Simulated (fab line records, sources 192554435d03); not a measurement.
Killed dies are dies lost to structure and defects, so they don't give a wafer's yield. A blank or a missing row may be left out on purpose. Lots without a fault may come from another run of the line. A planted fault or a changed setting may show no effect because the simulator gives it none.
Chamber matching | flow n5_finfet | N5_BEOL_M10_STRIP_67 on rie_diel-01: 4 sister chambers
The step strips in CF4. 18 wafers are shown with their chamber, then 9 later ones without.

WAFERS WITH THEIR CHAMBER
wafer  | chamber | drypump_motor_current_A (A) | showerhead_plenum_p_Torr (Torr) | throttle_valve_pct (%)
L079.1 | 1       | 5.8                         | 1.92                            | 13.13
L079.3 | 3       | 6.6                         | 1.84                            | 13.32
L079.4 | 0       | 6.3                         | 1.85                            | 13.48
L077.1 | 2       | 5.2                         | 1.89                            | 13.43
L077.3 | 3       | 6.6                         | 1.84                            | 13.30
L077.6 | 1       | 5.7                         | 1.92                            | 13.13
L084.2 | 1       | 5.8                         | 1.91                            | 13.14
L084.3 | 0       | 6.4                         | 1.85                            | 13.52
L084.5 | 1       | 5.7                         | 1.91                            | 13.16
L085.3 | 2       | 5.2                         | 1.89                            | 13.47
L085.5 | 3       | 6.5                         | 1.84                            | 13.34
L085.6 | 2       | 5.2                         | 1.89                            | 13.48
L086.1 | 1       | 5.7                         | 1.91                            | 13.20
L086.3 | 2       | 5.2                         | 1.88                            | 13.46
L086.4 | 3       | 6.5                         | 1.83                            | 13.35
L093.3 | 2       | 5.2                         | 1.88                            | 13.50
L093.4 | 0       | 6.3                         | 1.84                            | 13.57
L093.6 | 0       | 6.3                         | 1.84                            | 13.57

SIGNATURES (means of the wafers above)
reading                  | chamber 0 | chamber 1 | chamber 2 | chamber 3 | scatter within a chamber
drypump_motor_current_A  | 6.325     | 5.740     | 5.200     | 6.550     | 0.0459
showerhead_plenum_p_Torr | 1.8450    | 1.9140    | 1.8860    | 1.8375    | 0.00544
throttle_valve_pct       | 13.5350   | 13.1520   | 13.4680   | 13.3275   | 0.0309
Rule: a wafer's distance from a chamber is the root of the sum, over the readings, of the square of ((its reading less the chamber's mean) divided by the reading's scatter). The wafer belongs to the nearest chamber; if the next one is less than 2 further off, it can't be placed. The scatter: the root of (the sum of the squares of (reading less its chamber's mean) over the shown wafers, divided by (wafers less chambers)).

WAFERS WITHOUT THEIR CHAMBER
wafer  | drypump_motor_current_A (A) | showerhead_plenum_p_Torr (Torr) | throttle_valve_pct (%)
L092.3 | 5.2                         | 1.88                            | 13.51
L092.4 | 6.6                         | 1.83                            | 13.39
L092.6 | 5.7                         | 1.90                            | 13.22
L095.2 | 5.8                         | 1.90                            | 13.24
L095.4 | 6.6                         | 1.83                            | 13.42
L095.6 | 6.3                         | 1.84                            | 13.58
L096.1 | 6.5                         | 1.83                            | 13.41
L096.5 | 5.8                         | 1.90                            | 13.23
L096.6 | 5.2                         | 1.88                            | 13.51

WHICH CHAMBER EACH WENT THROUGH
wafer  | from the rows above | in truth
L092.3 | 2                   | 2
L092.4 | 3                   | 3
L092.6 | 1                   | 1
L095.2 | 1                   | 1
L095.4 | 3                   | 3
L095.6 | 0                   | 0
L096.1 | 3                   | 3
L096.5 | 1                   | 1
L096.6 | 2                   | 2
Placed correctly: 9 of 9. Can't be placed from these rows: 0. Placed wrongly: 0.
